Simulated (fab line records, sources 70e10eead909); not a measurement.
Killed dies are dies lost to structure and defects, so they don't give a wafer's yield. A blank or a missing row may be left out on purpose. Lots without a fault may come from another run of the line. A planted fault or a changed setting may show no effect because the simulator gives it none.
Which tool did it? | flow nand_harc | 12 lots, 36 wafers sampled, at 4 steps of a route of 1302

WHAT THE GAUGES READ, wafer by wafer
The record holds no reading of a measuring or inspecting step that can be judged against a usual standard deviation.

WHICH TOOL RAN EACH LOT (tool, then ch and the chambers of the sampled wafers, then the start)
lot  | NHARC_A_M1_ETCH_28                            | NHARC_A_M1_CMP_23             | NHARC_A_M1_DEP_33               | NHARC_A_BONDPAD_DEP_00
L635 | rie_diel-12 ch 0,3, day 23 19:31 or earlier   | cmp-04 ch 0,2,3, day 23 19:31 | pecvd-01 ch 0,1,2, day 23 20:10 | pecvd-04 ch 0,1,2, day 23 20:44
L638 | rie_diel-05 ch 0,1, day 24 02:10 or earlier   | cmp-04 ch 1,3, day 24 02:10   | pecvd-04 ch 0,2, day 24 02:52   | pecvd-04 ch 0,2, no start
L637 | rie_diel-12 ch 0,2, day 24 10:31 or earlier   | cmp-03 ch 0,1, day 24 10:31   | pecvd-02 ch 0,2, day 24 11:11   | pecvd-03 ch 0,1,2, day 24 11:41
L639 | rie_diel-08 ch 2,3, day 24 10:55 or earlier   | cmp-04 ch 1,2,3, day 24 10:55 | pecvd-02 ch 0,1,2, day 24 11:35 | pecvd-03 ch 0,1, day 24 12:06
L643 | rie_diel-12 ch 0,1,3, day 26 05:09 or earlier | cmp-02 ch 0,2, day 26 05:09   | pecvd-02 ch 0,1, day 26 05:47   | pecvd-03 ch 0,2, day 26 06:30
L646 | rie_diel-05 ch 0,2,3, day 27 11:44 or earlier | cmp-04 ch 1,3, day 27 11:44   | pecvd-01 ch 0,1,2, day 27 12:20 | pecvd-03 ch 0,1,2, day 27 12:53
L647 | rie_diel-05 ch 2,3, day 27 12:41 or earlier   | cmp-03 ch 0,3, day 27 12:41   | pecvd-01 ch 0,1,2, day 27 13:18 | pecvd-02 ch 0,1,2, day 27 13:54
L650 | rie_diel-12 ch 1,3, day 28 12:43 or earlier   | cmp-02 ch 0,2,3, day 28 12:43 | pecvd-01 ch 0,2, day 28 13:20   | pecvd-02 ch 0,1,2, day 28 13:56
L649 | rie_diel-12 ch 0,2,3, day 28 13:49 or earlier | cmp-04 ch 1,2,3, day 28 13:49 | pecvd-04 ch 0,2, day 28 14:25   | pecvd-03 ch 0,1,2, day 28 15:01
L653 | rie_diel-08 ch 0,2, day 29 21:45 or earlier   | cmp-03 ch 0,2,3, day 29 21:45 | pecvd-01 ch 0,2, day 29 22:23   | pecvd-03 ch 0,1, day 29 22:55
L654 | rie_diel-05 ch 0,2,3, day 30 22:49 or earlier | cmp-02 ch 0,1,3, day 30 22:49 | pecvd-01 ch 0,2, day 30 23:28   | pecvd-03 ch 1,2, day 30 23:59
L656 | rie_diel-05 ch 1,2,3, day 32 05:50 or earlier | cmp-04 ch 0,1,3, day 32 05:50 | pecvd-04 ch 0,2, day 32 06:27   | pecvd-02 ch 0,2, day 32 07:00
- NHARC_A_M1_ETCH_28: etches the open film in CF4/N2, target depth 30 nm, time 72.99 s.
- NHARC_A_M1_CMP_23: polishes, t overpolish 20 s, target thk 154.34 nm.
- NHARC_A_M1_DEP_33: deposits SiCN, target thk 30 nm.
- NHARC_A_BONDPAD_DEP_00: deposits SiCN, target thk 250 nm.

WHAT THE TOOLS THEMSELVES READ (means of the sampled wafers that have a number; where no wafer has one, the mark that the record gives instead)
NHARC_A_M1_ETCH_28. Usual: drypump_motor_current_A 6.0 A, standard deviation 0.54; n2_flow_sccm 100.0 sccm, standard deviation 0.31; oes_product_au 0.998 a.u., standard deviation 0.013; rf_vpp_V 314.3 V, standard deviation 1.6; showerhead_plenum_p_Torr 2.63 Torr, standard deviation 0.08; throttle_valve_pct 19.795 %, standard deviation 0.0092.
lot  | tool        | drypump_motor_current_A (A) | n2_flow_sccm (sccm) | oes_product_au (a.u.) | rf_vpp_V (V) | showerhead_plenum_p_Torr (Torr) | throttle_valve_pct (%) | flag
L635 | rie_diel-12 | 6.0                         | 99.9                | 0.988                 | 314.7        | 2.66                            | 19.803                 |
L638 | rie_diel-05 | 5.7                         | 100.0               | 0.996                 | 313.5        | 2.62                            | 19.792                 |
L637 | rie_diel-12 | 6.5                         | 100.4               | 1.002                 | 316.2        | 2.76                            | 19.792                 |
L639 | rie_diel-08 | 6.2                         | 99.9                | 0.995                 | 314.0        | 2.62                            | 19.798                 |
L643 | rie_diel-12 | 6.0                         | 100.1               | 0.990                 | 313.9        | 2.63                            | 19.786                 |
L646 | rie_diel-05 | 5.5                         | 100.0               | 1.000                 | 312.9        | 2.59                            | 19.797                 |
L647 | rie_diel-05 | 5.9                         | 100.5               | 1.013                 | 313.5        | 2.57                            | 19.795                 |
L650 | rie_diel-12 | 5.8                         | 100.0               | 0.984                 | 313.0        | 2.56                            | 19.797                 |
L649 | rie_diel-12 | 6.2                         | 100.3               | 1.002                 | 315.7        | 2.71                            | 19.788                 |
L653 | rie_diel-08 | 6.0                         | 100.0               | 0.998                 | 313.7        | 2.57                            | 19.792                 |
L654 | rie_diel-05 | 5.5                         | 99.8                | 1.004                 | 314.0        | 2.59                            | 19.799                 |
L656 | rie_diel-05 | 5.9                         | 100.3               | 1.001                 | 313.4        | 2.61                            | 19.793                 |

NHARC_A_M1_CMP_23. Usual: motor_current_A 12.8 A, standard deviation 0.96; time_to_endpoint_s 29 s, standard deviation 3.6.
lot  | tool   | motor_current_A (A) | time_to_endpoint_s (s) | flag
L635 | cmp-04 | 11.8                | 31                     |
L638 | cmp-04 | 13.2                | 25                     |
L637 | cmp-03 | 14.1                | 27                     |
L639 | cmp-04 | 13.2                | 26                     |
L643 | cmp-02 | 13.6                | 24                     |
L646 | cmp-04 | 13.2                | 27                     |
L647 | cmp-03 | 12.4                | 29                     |
L650 | cmp-02 | 13.8                | 30                     |
L649 | cmp-04 | 12.7                | 27                     |
L653 | cmp-03 | 12.5                | 29                     |
L654 | cmp-02 | 12.8                | 31                     |
L656 | cmp-04 | 12.3                | 29                     |

NHARC_A_M1_DEP_33. Usual: chamber_pressure_Torr 2.999 Torr, standard deviation 0.006; heater_power_outer_w 368 W, standard deviation 49; heater_power_w 627 W, standard deviation 82.
lot  | tool     | chamber_pressure_Torr (Torr) | heater_power_outer_w (W) | heater_power_w (W) | flag
L635 | pecvd-01 | 3.003                        | 385                      | 674                |
L638 | pecvd-04 | 3.002                        | 356                      | 581                |
L637 | pecvd-02 | 2.998                        | 345                      | 597                |
L639 | pecvd-02 | 2.999                        | 370                      | 621                |
L643 | pecvd-02 | 2.989                        | 324                      | 577                |
L646 | pecvd-01 | 2.998                        | 355                      | 615                |
L647 | pecvd-01 | -                            | -                        | -                  | OFF
L650 | pecvd-01 | -                            | -                        | -                  | OFF
L649 | pecvd-04 | 3.004                        | 361                      | 558                |
L653 | pecvd-01 | 3.005                        | 397                      | 669                |
L654 | pecvd-01 | 3.003                        | 369                      | 631                |
L656 | pecvd-04 | 2.996                        | 382                      | 635                |

NHARC_A_BONDPAD_DEP_00. Usual: chamber_pressure_Torr 3.000 Torr, standard deviation 0.0069; heater_power_outer_w 325 W, standard deviation 60; heater_power_w 574 W, standard deviation 78.
lot  | tool     | chamber_pressure_Torr (Torr) | heater_power_outer_w (W) | heater_power_w (W) | flag
L635 | pecvd-04 | 2.997                        | 365                      | 604                |
L638 | pecvd-04 | 2.992                        | 414                      | 661                |
L637 | pecvd-03 | 3.003                        | 305                      | 557                |
L639 | pecvd-03 | 3.004                        | 259                      | 502                |
L643 | pecvd-03 | 3.000                        | 311                      | 572                |
L646 | pecvd-03 | 2.999                        | 265                      | 512                |
L647 | pecvd-02 | 2.997                        | 360                      | 603                |
L650 | pecvd-02 | 2.994                        | 348                      | 581                |
L649 | pecvd-03 | 3.003                        | 287                      | 527                |
L653 | pecvd-03 | 3.006                        | 236                      | 469                |
L654 | pecvd-03 | 2.999                        | 315                      | 573                |
L656 | pecvd-02 | 3.000                        | 365                      | 608                |

THE ANSWER, worked out from the rows above alone
Rule: a lot is off if the mean of its wafers that have a number lies more than 3 standard deviations from the usual mean. A lot without any number at a reading at which 4 lots or more have one is off too. The other lots that the step has rows for count as sound. The gauges are gone through in route order, then the tools' own readings, and for those a lot's mean is taken as printed above. The first step at which some lot is off is used, and at that step the reading that is off furthest; a lot without a number counts as furthest.
Off: L647, L650, at NHARC_A_M1_DEP_33 (chamber_pressure_Torr). Without a number there: L647, L650.
A tool fits if, at that step or a process step before it, it ran every lot that is off, and no sound lot after the first of them. NHARC_A_M1_ETCH_28 gives no start for some lots, so the hours and the order of its lots are those of NHARC_A_M1_CMP_23. None of those tried fits.

WHAT THE SIMULATOR HAD PUT IN
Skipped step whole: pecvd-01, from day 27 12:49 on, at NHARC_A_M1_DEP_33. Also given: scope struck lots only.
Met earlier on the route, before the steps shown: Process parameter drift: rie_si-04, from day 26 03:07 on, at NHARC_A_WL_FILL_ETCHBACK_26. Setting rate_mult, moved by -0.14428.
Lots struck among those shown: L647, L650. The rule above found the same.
